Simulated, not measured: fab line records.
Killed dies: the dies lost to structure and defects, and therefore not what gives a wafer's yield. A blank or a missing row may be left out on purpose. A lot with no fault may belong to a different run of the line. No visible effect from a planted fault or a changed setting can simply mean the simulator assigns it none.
fab line records	flow n5Finfet
record: lots: 7	wafers: 21
route steps=1938 shown SD_EPI_N@269 SD_EPI_P@321 SD_ACTIVATION@331 HKMG_FIN@386 GATE_CUT@510
startH: the number of hours between the record's first day and the start of the first shown wafer of the lot	waitH: how many hours have passed since the lot's step before this one	" unchanged from the row above	L1.1+2: several wafers, shown together as one row	- value missing, or start not given	* or withheld: withheld	< > ~ a bound
route shown NAME@n: names a module that has steps shown in the file, with the first one's number in the route	usual: the fault-free wafers' mean and standard deviation	same: alike in all rows	chamber/n: place in a boat	sites: the reading at each site	_std_site: their standard deviation	_edge_site: the outer-site mean with the inner-site mean subtracted	radiusMm: how far each site lies from the wafer's centre	mask NAME#n: copy n	behind: tool/chamber where the wafer was last shaped	hold: what put the lot on hold/how long, in hours/how the hold closed	device: whichever transistor did not switch (one of n, p or np)	end of line: tests of these same wafers at the route's end	for a step that has no rows: nothing shown but its recipe	killed: the dies lost at the first sort to structure and to defects; this is not the yield of the wafer	map: a wafer's dies, x killed, . not, _ none there
set.NAME: setting as actually run; set.NAME@STEP: the setting as run at that earlier step	model.NAME: the simulator's own value behind a step, which no gauge read
lots with deliberately changed settings; one table per step, one row per wafer
== steps ==
step: N5_SD_EPI_N_DEVELOP_08
recipe: developTimeS: 30	developer: TMAH	resist: CAR-ArF-block	devTempC: 23	rinseLiquid: diw	dry: airSpin
lot.wafer	tool	chamber	startH	waitH	set.developTimeS
L078.1+3+5	lithoTrack-02	0	-	-	30
L081.1+2	lithoTrack-03	0	-	-	35.54
L081.5	"	0	"	"	30
L088.3+5+6	lithoTrack-02	0	-	-	30
L093.3+6	lithoTrack-05	0	-	-	30
L093.5	"	0	"	"	34.81
L094.1+2	lithoTrack-05	0	-	-	27.02
L094.6	"	0	"	"	30
L096.1+6	lithoTrack-03	0	-	-	27.95
L096.2	"	0	"	"	30
L097.1+5	lithoTrack-02	0	-	-	30
L097.2	"	0	"	"	33.4
step: N5_SD_EPI_N_CD_MEAS_09
recipe: targetCdNm: 120	landingEnergyEv: 500	detector: seInlens
usual: cdNm: 119.9/0.57
lot.wafer	tool	chamber	startH	waitH	set.pebTempC@SD_EPI_N_PEB_07	cdNm
L078.1	cdSem-02	0	74.00	-	111	120.6
L078.3	"	0	"	"	110	119.2
L078.5	"	0	"	"	110	119.7
L081.1	cdSem-01	0	91.59	-	110	120.7
L081.2	"	0	"	"	112.6	127.1
L081.5	"	0	"	"	110	119.9
L088.3	cdSem-01	0	137.25	-	110	119.3
L088.5	"	0	"	"	110	119.7
L088.6	"	0	"	"	110	120.3
L093.3	cdSem-02	0	165.00	-	110	119.8
L093.5	"	0	"	"	110	120.7
L093.6	"	0	"	"	108.8	115.8
L094.1	cdSem-03	0	171.56	-	110	120.4
L094.2	"	0	"	"	110	120.0
L094.6	"	0	"	"	110	120.3
L096.1	cdSem-02	0	184.47	-	113.2	127.1
L096.2	"	0	"	"	110	120.4
L096.6	"	0	"	"	110	119.8
L097.1	cdSem-01	0	186.14	-	111.1	123.5
L097.2	"	0	"	"	110	121.6
L097.5	"	0	"	"	110	121.0
step: N5_SD_EPI_N_DESCUM_14
recipe: chemistry: O2	timeS: 7.9	sourcePowerW: 50	biasPowerW: 20	pressureMtorr: 20	rfFrequencyHz: 2.712e+07	tempC: 40	resist: CAR-ArF-block	o2FlowSccm: 225
lot.wafer	tool	chamber	startH	waitH	set.pebTempC@SD_EPI_N_PEB_07	model.SD_EPI_N.cdNm
L078.1	rieDiel-05	3	74.09	0.0	111	121
L078.3	"	0	"	"	110	119
L078.5	"	1	"	"	110	119.2
L081.1	rieDiel-06	1	91.68	0.0	110	120.4
L081.2	"	3	"	"	112.6	127.2
L081.5	"	2	"	"	110	119.6
L088.3	rieDiel-04	0	137.33	0.0	110	119.2
L088.5	"	2	"	"	110	119.4
L088.6	"	1	"	"	110	120.4
L093.3	rieDiel-06	1	165.11	0.1	110	120
L093.5	"	0	"	"	110	120.6
L093.6	"	3	"	"	108.8	116
L094.1+6	rieDiel-06	2,0	171.65	0.0	110	120.4
L094.2	"	0	"	"	110	120
L096.1	rieDiel-04	0	184.57	0.0	113.2	127
L096.2	"	3	"	"	110	120.4
L096.6	"	2	"	"	110	119.6
L097.1	rieDiel-04	2	186.23	0.0	111.1	123.2
L097.2	"	3	"	"	110	121.2
L097.5	"	3	"	"	110	120.8
step: N5_SD_EPI_N_ETCH_34
recipe: chemistry: CF4	target: SiARC	targetDepthA: 455	maskMaterial: CAR-ArF-block	timeS: 75.8	ionEnergyEv: 80	pressureMtorr: 40	sourceW: 545	biasW: 36	Ar_flow_sccm: 100	cf4FlowSccm: 100	ends: cleared
lot.wafer	tool	chamber	startH	waitH	set.pebTempC@SD_EPI_N_PEB_07	model.SD_EPI_N.cdNm
L078.1	rieDiel-05	3	74.13	0.0	111	121.2
L078.3	"	0	"	"	110	119
L078.5	"	1	"	"	110	119.2
L081.1	rieDiel-06	1	91.71	0.0	110	120.4
L081.2	"	3	"	"	112.6	127.4
L081.5	"	2	"	"	110	119.6
L088.3	rieDiel-04	0	137.37	0.0	110	119.2
L088.5	"	2	"	"	110	119.4
L088.6	"	1	"	"	110	120.4
L093.3	rieDiel-06	1	165.15	0.0	110	119.8
L093.5	"	0	"	"	110	120.8
L093.6	"	3	"	"	108.8	116
L094.1+6	rieDiel-06	2,0	171.68	0.0	110	120.4
L094.2	"	0	"	"	110	120
L096.1	rieDiel-04	0	184.60	0.0	113.2	127.2
L096.2	"	3	"	"	110	120.4
L096.6	"	2	"	"	110	119.6
L097.1	rieDiel-04	2	186.26	0.0	111.1	123
L097.2	"	3	"	"	110	121.2
L097.5	"	3	"	"	110	120.8
step: N5_SD_EPI_N_ETCH_35
recipe: chemistry: N2/H2	target: SOC	overetchA: 1080	maskMaterial: SiARC	tempC: 40	ionEnergyEv: 100	sourceW: 3000	biasW: 133	pressureMtorr: 20	timeS: 486	n2FlowSccm: 200	h2FlowSccm: 200
lot.wafer	tool	chamber	startH	waitH	set.pebTempC@SD_EPI_N_PEB_07	model.SD_EPI_N.cdNm
L078.1	rieDiel-05	3	74.18	0.0	111	120.6
L078.3	"	0	"	"	110	118.4
L078.5	"	1	"	"	110	119
L081.1	rieDiel-06	1	91.77	0.0	110	121
L081.2	"	3	"	"	112.6	126.2
L081.5	"	2	"	"	110	119.8
L088.3	rieDiel-04	0	137.42	0.0	110	119.8
L088.5	"	2	"	"	110	120.4
L088.6	"	1	"	"	110	120.8
L093.3	rieDiel-06	1	165.21	0.0	110	119.2
L093.5	"	0	"	"	110	119.8
L093.6	"	3	"	"	108.8	114.6
L094.1	rieDiel-06	2	171.74	0.0	110	121
L094.2	"	0	"	"	110	119.2
L094.6	"	0	"	"	110	121.6
L096.1	rieDiel-04	0	184.66	0.0	113.2	127.4
L096.2	"	3	"	"	110	120.4
L096.6	"	2	"	"	110	119.8
L097.1	rieDiel-04	2	186.32	0.0	111.1	124
L097.2	"	3	"	"	110	122
L097.5	"	3	"	"	110	120.6
step: N5_SD_EPI_P_EPI_21
recipe: material: SiGe:B	dopant: B	tempC: 550	pressureTorr: 20	ambient: H2	timeS: 355
lot.wafer	tool	chamber	startH	waitH	set.epiGrowthTimeS	model.SiGe-B_of_SD_EPI_P_EPI_21.thkNm
L078.1+3	epiRpcvd-04	0	80.45	0.1	378.5	65.2
L078.5	"	0	81.89	1.5	355	62.2
L081.1	epiRpcvd-03	0	98.05	0.2	377.9	62
L081.2	"	0	"	"	355	59.8
L081.5	"	0	99.97	2.0	377.9	63.4
L088.3	epiRpcvd-01	0	143.99	0.8	355	62
L088.5+6	"	0	"	"	355	61.4
L093.3	epiRpcvd-03	0	172.79	1.1	355	60.4
L093.5	"	0	"	"	355	60.2
L093.6	"	0	"	"	355	61.2
L094.1	epiRpcvd-04	0	178.99	0.1	387.2	65
L094.2	"	0	"	"	355	60.8
L094.6	"	0	180.79	1.8	387.2	63.4
L096.1+6	epiRpcvd-03	0	190.55	0.3	344.4	59.8
L096.2	"	0	"	"	355	61
L097.1+5	epiRpcvd-01	0	193.00	0.1	355	60.8
L097.2	"	0	"	"	355	60.2
step: N5_SD_EPI_P_HM_STRIP_48
recipe: chemistry: H3PO4	tempC: 160	material: SiNx	target: SiNx	targetDepthA: 30	overetchFraction: 0.3
lot.wafer	tool	chamber	startH	waitH	set.epiGrowthTimeS@SD_EPI_P_EPI_21	model.SiGe-B_of_SD_EPI_P_EPI_21.thkNm
L078.1+3	wetBench-02	5,0	82.69	0.0	378.5	64.8
L078.5	"	7	"	"	355	61.8
L081.1	wetBench-01	4	101.02	0.1	377.9	61.8
L081.2	"	6	"	"	355	59.4
L081.5	"	7	"	"	377.9	63
L088.3	wetBench-02	5	145.50	0.0	355	61.6
L088.5+6	"	2,4	"	"	355	61.2
L093.3	wetBench-04	1	174.79	0.0	355	60.2
L093.5	"	7	"	"	355	60
L093.6	"	0	"	"	355	61
L094.1	wetBench-04	7	181.23	0.0	387.2	64.8
L094.2	"	5	"	"	355	60.4
L094.6	"	4	"	"	387.2	63.2
L096.1	wetBench-01	3	194.47	0.0	344.4	59.6
L096.2	"	1	"	"	355	60.6
L096.6	"	6	"	"	344.4	59.4
L097.1+5	wetBench-04	4,5	195.53	0.0	355	60.4
L097.2	"	1	"	"	355	60
step: N5_SD_EPI_P_SRD_49
recipe: dry: ipaMarangoni	timeS: 30	tempC: 23	rinseLiquid: diw
step: N5_SD_EPI_P_PRECLEAN_24
recipe: chemistry: O3/DIW	timeS: 45	tempC: 22	o3Ppm: 10
lot.wafer	tool	chamber	startH	waitH	set.epiGrowthTimeS@SD_EPI_P_EPI_21	model.SiGe-B_of_SD_EPI_P_EPI_21.thkNm
L078.1+3	wetBench-02	5,0	82.76	0.0	378.5	64.6
L078.5	"	7	"	"	355	61.8
L081.1	wetBench-01	4	101.09	0.0	377.9	61.6
L081.2	"	6	"	"	355	59.4
L081.5	"	7	"	"	377.9	62.8
L088.3	wetBench-02	5	145.59	0.0	355	61.4
L088.5+6	"	2,4	"	"	355	61
L093.3	wetBench-04	1	174.86	0.0	355	60
L093.5	"	7	"	"	355	59.8
L093.6	"	0	"	"	355	60.8
L094.1	wetBench-04	7	181.30	0.0	387.2	64.6
L094.2	"	5	"	"	355	60.4
L094.6	"	4	"	"	387.2	63
L096.1+6	wetBench-01	3,6	194.54	0.0	344.4	59.4
L096.2	"	1	"	"	355	60.4
L097.1	wetBench-04	4	195.60	0.0	355	60.2
L097.2	"	1	"	"	355	59.8
L097.5	"	5	"	"	355	60.4
step: N5_SD_ACTIVATION_LSA_01
recipe: tempC: 1080	timeS: 0.0008	ambient: N2
usual: wafer_temp_C_max: 1084.9/1.1
lot.wafer	tool	chamber	startH	waitH	set.tempC	wafer_temp_C_max
L078.1	laserAnneal-02	0	83.05	0.2	1080	1084.3
L078.3	"	0	"	"	1080	1086.5
L078.5	"	0	"	"	1080	1084.7
L081.1	laserAnneal-01	0	101.53	0.2	1080	1085.7
L081.2	"	0	"	"	1067	1071.7
L081.5	"	0	"	"	1080	1084.5
L088.3	laserAnneal-02	0	146.13	0.3	1080	1084.8
L088.5	"	0	"	"	1080	1086.0
L088.6	"	0	"	"	1080	1085.3
L093.3	laserAnneal-01	0	175.21	0.2	1057	1061.1
L093.5	"	0	"	"	1057	1060.4
L093.6	"	0	"	"	1080	1084.3
L094.1	laserAnneal-02	0	181.61	0.2	1057	1062.1
L094.2	"	0	"	"	1057	1062.6
L094.6	"	0	"	"	1057	1062.3
L096.1	laserAnneal-02	0	194.99	0.2	1066	1069.8
L096.2	"	0	"	"	1080	1085.1
L096.6	"	0	"	"	1080	1083.3
L097.1	laserAnneal-01	0	195.89	0.2	1080	1084.2
L097.2	"	0	"	"	1080	1085.1
L097.5	"	0	"	"	1080	1084.5
step: N5_SD_ACTIVATION_RS_MEAS_03
recipe: thkMeasGauge: four-point-probe
usual: RS_SD_N: 21.88/0.29	RS_SD_P: 56.3/0.88
lot.wafer	tool	chamber	startH	waitH	set.epiGrowthTimeS@SD_EPI_P_EPI_21	set.tempC@SD_ACTIVATION_LSA_01	RS_SD_N[ohm/sq]	RS_SD_P[ohm/sq]
L078.1	filmMetro-02	-	83.25	0.2	378.5	1080	22.06	52.3
L078.3	"	-	"	"	378.5	1080	22.08	52.4
L078.5	"	-	"	"	355	1080	21.85	54.4
L081.1	filmMetro-01	-	101.73	0.2	377.9	1080	21.53	55.5
L081.2	"	-	"	"	355	1067	23.38	57.8
L081.5	"	-	"	"	377.9	1080	21.77	54.3
L088.3	filmMetro-02	-	146.31	0.2	355	1080	21.59	55.1
L088.5	"	-	"	"	355	1080	21.60	55.0
L088.6	"	-	"	"	355	1080	21.65	55.1
L093.3	filmMetro-01	-	175.39	0.2	355	1057	24.45	56.8
L093.5	"	-	"	"	355	1057	23.75	57.1
L093.6	"	-	"	"	355	1080	21.37	55.6
L094.1	filmMetro-01	-	181.81	0.2	387.2	1057	24.14	53.3
L094.2	"	-	"	"	355	1057	24.51	57.9
L094.6	"	-	"	"	387.2	1057	24.53	54.7
L096.1	filmMetro-02	-	195.19	0.2	344.4	1066	23.57	57.9
L096.2	"	-	"	"	355	1080	22.03	56.3
L096.6	"	-	"	"	344.4	1080	22.26	57.2
L097.1	filmMetro-02	-	196.11	0.2	355	1080	22.23	56.2
L097.2	"	-	"	"	355	1080	21.92	56.9
L097.5	"	-	"	"	355	1080	21.89	56.0
step: N5_HKMG_FIN_HK_ALD_01
recipe: material: HfO2	targetThkA: 16	tempC: withheld	aldPrecursorFamily: HfCl4	aldCoReactant: H2O	pulseTimeS: 3	purgeTimeS: 3	coReactantPurgeTimeS: 2.5	coReactantPulseTimeS: 0.3	aldCycles: 30
lot.wafer	tool	chamber	startH	waitH	set.aldCycles
L078.1	aldHk-03	1	95.51	0.0	30
L078.3+5	"	3,1	"	"	33
L081.1+2	aldHk-03	1,0	114.69	0.0	30
L081.5	"	1	"	"	31
L088.3+5+6	aldHk-03	2,2,1	158.24	0.0	30
L093.3+5+6	aldHk-03	2,0,1	188.74	0.0	30
L094.1+2	aldHk-03	0,1	193.29	0.0	30
L094.6	"	0	"	"	34
L096.1	aldHk-03	2	208.19	0.0	26
L096.2+6	"	0	"	"	30
L097.1	aldHk-01	2	208.37	0.0	33
L097.2+5	"	3,1	"	"	30
step: N5_HKMG_FIN_ETCH_58
recipe: chemistry: N2/H2	target: SOC	targetDepthA: 2158	ionEnergyEv: 50	biasW: 13	timeS: 741	pressureMtorr: 30	sourceW: 875	n2FlowSccm: 200	h2FlowSccm: 200
usual: rfVppV: 99.0/0.88
lot.wafer	tool	chamber	startH	waitH	set.sourceW	rfVppV	model.HKMG_FIN.featureDepthNm	model.etch.depthNm	model.SOC_of_HKMG_FIN_COAT_41.thkNm
L078.1	rieDiel-04	2	96.85	0.0	875	98.3	219.4	219.5	81
L078.3	"	0	"	"	875	98.9	217	217	83.8
L078.5	"	0	"	"	875	99.8	216.2	216.2	84.2
L081.1	rieDiel-05	3	116.21	0.0	991.5	94.9	237	236.9	62.8
L081.2	"	0	"	"	875	97.8	212.6	212.6	87.6
L081.5	"	1	"	"	875	99.1	217.8	217.7	82.6
L088.3	rieDiel-06	3	159.57	0.0	875	98.7	214	214	84.6
L088.5	"	2	"	"	875	99.3	218	218.1	80.6
L088.6	"	3	"	"	875	99.1	215.6	215.6	83.2
L093.3	rieDiel-06	2	189.95	0.0	875	99.4	217.8	217.8	82.8
L093.5	"	0	"	"	785.3	102.9	195.8	195.9	105.8
L093.6	"	3	"	"	785.3	102.3	198	198	102.6
L094.1	rieDiel-06	2	194.63	0.0	875	99.1	213.2	213.2	87.2
L094.2	"	1	"	"	875	98.3	212.4	212.4	87.4
L094.6	"	2	"	"	875	97.1	214	214	86.4
L096.1	rieDiel-04	1	209.50	0.0	875	99.7	218	218	83.6
L096.2	"	2	"	"	875	99.2	218	218.1	83
L096.6	"	0	"	"	998.9	93.8	241.4	241.4	60
L097.1	rieDiel-06	2	209.60	0.0	875	98.4	214.8	214.7	84.6
L097.2	"	3	"	"	875	98.3	215.4	215.3	84.4
L097.5	"	3	"	"	875	98.1	215.6	215.7	83.6
step: N5_HKMG_FIN_STRIP_93
recipe: chemistry: N2/H2	material: SOC	timeS: 20	powerW: 500	tempC: 40	pressureMtorr: 50	rfFrequencyHz: 6e+07	biasPowerW: 8	h2Frac: 0.5	n2FlowSccm: 300	h2FlowSccm: 300
lot.wafer	tool	chamber	startH	waitH	set.sourceW@HKMG_FIN_ETCH_58	model.SOC_of_HKMG_FIN_COAT_41.thkNm
L078.1	rieDiel-04	2	97.27	0.2	875	70.8
L078.3	"	0	"	"	875	73.6
L078.5	"	0	"	"	875	74
L081.1	rieDiel-05	3	116.63	0.2	991.5	52.6
L081.2	"	0	"	"	875	77.4
L081.5	"	1	"	"	875	72.2
L088.3	rieDiel-06	3	160.00	0.2	875	74.4
L088.5	"	2	"	"	875	70.2
L088.6	"	3	"	"	875	73
L093.3	rieDiel-06	2	190.37	0.2	875	72.6
L093.5	"	0	"	"	785.3	95.6
L093.6	"	3	"	"	785.3	92.4
L094.1	rieDiel-06	2	195.05	0.2	875	77
L094.2	"	1	"	"	875	77.4
L094.6	"	2	"	"	875	76.2
L096.1	rieDiel-04	1	209.93	0.2	875	73.2
L096.2	"	2	"	"	875	72.6
L096.6	"	0	"	"	998.9	49.8
L097.1	rieDiel-06	2	210.03	0.2	875	74.6
L097.2	"	3	"	"	875	74.2
L097.5	"	3	"	"	875	73.6
step: N5_HKMG_FIN_WET_ETCH_76
recipe: chemistry: dNH4OH	mix: 1:50	tempC: 25	target: Al2O3	stopOn: La2O3	targetDepthNm: 2.25	dry: ipaMarangoni	rinseTimeS: 30	rinseTempC: 23
step: N5_HKMG_FIN_STRIP_60
recipe: chemistry: N2/H2	powerW: 2500	tempC: 300	h2Frac: 0.65	timeS: 360	pressureMtorr: withheld	n2FlowSccm: 1750	h2FlowSccm: 3250
step: N5_HKMG_FIN_WET_ETCH_82
recipe: chemistry: dHCl	mix: 1:10000	tempC: 25	target: La2O3	stopOn: HfO2	targetDepthNm: 2	dry: ipaMarangoni	rinseTimeS: 30	rinseTempC: 23
step: N5_HKMG_FIN_ALD_36
recipe: material: TiN	targetThkA: 10	tempC: 400	aldPrecursorFamily: TiCl4	aldCoReactant: NH3	pulseTimeS: 1	purgeTimeS: 3	coReactantPurgeTimeS: 2	coReactantPulseTimeS: 2	aldCycles: 47	pressureTorr: 3
step: N5_HKMG_FIN_THK_MEAS_70
recipe: thkMeasGauge: xrf	reads: HfO2_of_HKMG_FIN_HK_ALD_01
usual: HK_THK: 1.606/0.02
lot.wafer	tool	chamber	startH	waitH	set.aldCycles@HKMG_FIN_HK_ALD_01	HK_THK[nm]
L078.1	filmMetro-01	-	98.97	0.2	30	1.590
L078.3	"	-	"	"	33	1.756
L078.5	"	-	"	"	33	1.734
L081.1	filmMetro-01	-	118.56	0.2	30	1.600
L081.2	"	-	"	"	30	1.594
L081.5	"	-	"	"	31	1.634
L088.3	filmMetro-02	-	161.70	0.2	30	1.607
L088.5	"	-	"	"	30	1.632
L088.6	"	-	"	"	30	1.601
L093.3	filmMetro-01	-	192.06	0.2	30	1.604
L093.5	"	-	"	"	30	1.610
L093.6	"	-	"	"	30	1.605
L094.1	filmMetro-02	-	196.75	0.2	30	1.590
L094.2	"	-	"	"	30	1.578
L094.6	"	-	"	"	34	1.853
L096.1	filmMetro-01	-	211.69	0.2	26	1.425
L096.2	"	-	"	"	30	1.625
L096.6	"	-	"	"	30	1.620
L097.1	filmMetro-02	-	211.81	0.2	33	1.749
L097.2	"	-	"	"	30	1.644
L097.5	"	-	"	"	30	1.571
step: N5_GATE_CUT_ALD_22
recipe: material: SiNx	targetThkA: 160	tempC: 400	aldPrecursorFamily: SiH2I2	aldCoReactant: N2/H2-plasma	pulseTimeS: 1	aldCycles: 320	purgeTimeS: 2	coReactantPurgeTimeS: 2	pressureTorr: 2
lot.wafer	tool	chamber	startH	waitH	set.aldCycles	model.SiNx_of_GATE_CUT_ALD_22.thkNm
L078.1+5	aldSin-01	1,2	109.02	0.0	268	13.4
L078.3	"	2	"	"	320	16
L081.1+5	aldSin-03	1	128.72	0.0	334	16.8
L081.2	"	2	"	"	320	16
L088.3+5+6	aldSin-02	0,3,0	172.25	0.0	320	16
L093.3	aldSin-02	1	202.16	0.0	320	16.2
L093.5	"	2	"	"	274	13.8
L093.6	"	3	"	"	320	16
L094.1	aldSin-02	2	207.35	0.4	297	15
L094.2	"	3	"	"	320	16
L094.6	"	3	"	"	297	14.8
L096.1+2+6	aldSin-03	0,3,0	221.70	0.0	366	18.4
L097.1+5	aldSin-02	3	222.06	0.0	320	16
L097.2	"	0	"	"	299	15
== key ==
split: step: N5_SD_EPI_N_DEVELOP_08	setting: developTimeS	stated: 30	by: wafer
response none clear
split: step: N5_SD_EPI_P_EPI_21	setting: epiGrowthTimeS	stated: 355	by: wafer
response: step: N5_SD_EPI_P_EPI_21	reading: model.SiGe-B_of_SD_EPI_P_EPI_21.thkNm	change: +0.413	per: 1%	r: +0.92
response: step: N5_SD_EPI_P_HM_STRIP_48	reading: model.SiGe-B_of_SD_EPI_P_EPI_21.thkNm	change: +0.425	per: 1%	r: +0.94
response: step: N5_SD_EPI_P_PRECLEAN_24	reading: model.SiGe-B_of_SD_EPI_P_EPI_21.thkNm	change: +0.399	per: 1%	r: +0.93
response: step: N5_SD_ACTIVATION_RS_MEAS_03	reading: RS_SD_P	change: -0.404	per: 1%	r: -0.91
split: step: N5_SD_ACTIVATION_LSA_01	setting: tempC	stated: 1080	by: wafer
response: step: N5_SD_ACTIVATION_LSA_01	reading: wafer_temp_C_max	change: *	per: 1%	r: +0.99
response: step: N5_SD_ACTIVATION_RS_MEAS_03	reading: RS_SD_N	change: -1.27	per: 1%	r: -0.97
split: step: N5_HKMG_FIN_HK_ALD_01	setting: aldCycles	stated: 30	by: wafer
response: step: N5_HKMG_FIN_THK_MEAS_70	reading: HK_THK	change: +0.0164	per: 1%	r: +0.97
split: step: N5_HKMG_FIN_ETCH_58	setting: sourceW	stated: 875	by: wafer
response: step: N5_HKMG_FIN_ETCH_58	reading: rfVppV	change: -0.332	per: 1%	r: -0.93
response: step: N5_HKMG_FIN_ETCH_58	reading: model.HKMG_FIN.featureDepthNm	change: +1.73	per: 1%	r: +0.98
response: step: N5_HKMG_FIN_ETCH_58	reading: model.etch.depthNm	change: +1.73	per: 1%	r: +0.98
response: step: N5_HKMG_FIN_ETCH_58	reading: model.SOC_of_HKMG_FIN_COAT_41.thkNm	change: -1.75	per: 1%	r: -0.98
response: step: N5_HKMG_FIN_STRIP_93	reading: model.SOC_of_HKMG_FIN_COAT_41.thkNm	change: -1.74	per: 1%	r: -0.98
split: step: N5_GATE_CUT_ALD_22	setting: aldCycles	stated: 320	by: wafer
response: step: N5_GATE_CUT_ALD_22	reading: model.SiNx_of_GATE_CUT_ALD_22.thkNm	change: +0.16	per: 1%	r: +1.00
split outsideThisFile step=N5_SD_EPI_N_PEB_07 setting=pebTempC
split outsideThisFile: this setting was split too, and the file shows its column; the key of that split is in another file
